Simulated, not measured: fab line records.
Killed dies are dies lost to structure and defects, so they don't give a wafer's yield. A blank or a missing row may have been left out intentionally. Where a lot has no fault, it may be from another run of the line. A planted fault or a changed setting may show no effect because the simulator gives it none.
Matching of chambers    flow n5Finfet    N5_SDB_HM_DEP_00 on pecvd-04: 3 sister chambers
The step deposits SiNx from SiH4/NH3/N2, target thk 40 nm, time 35.3 s. 3 wafers are shown with their chamber, then 8 later ones without.

## WAFERS, EACH WITH ITS CHAMBER
wafer   chamber  throttleValvePct (%)
L082.1  2        37
L082.5  0        48
L083.2  1        40

## WAFERS MISSING THEIR CHAMBER
wafer   throttleValvePct (%)
L083.5  37
L083.6  48
L087.2  37
L087.3  41
L087.5  49
L092.1  37
L092.2  49
L092.3  41

## EACH ONE'S CHAMBER
wafer   from the rows above  in truth
L083.5  2                    2
L083.6  0                    0
L087.2  2                    2
L087.3  1                    1
L087.5  0                    0
L092.1  2                    2
L092.2  0                    0
L092.3  1                    1
8 of 8 placed correctly. From these rows, 0 cannot be placed. Placed wrongly: 0.
How it was worked out, from the rows above alone: a wafer's distance from a chamber is the root of the sum, over the readings, of the square of ((its reading less the chamber's mean) divided by the reading's scatter). The wafer belongs to the nearest chamber; if the next one is less than 2 further off, it can't be placed. Each chamber's mean is taken over the wafers shown for it. The scatter (one wafer shown for each chamber): square how far every hidden wafer sits from the nearest shown wafer, average those squares and take the square root.
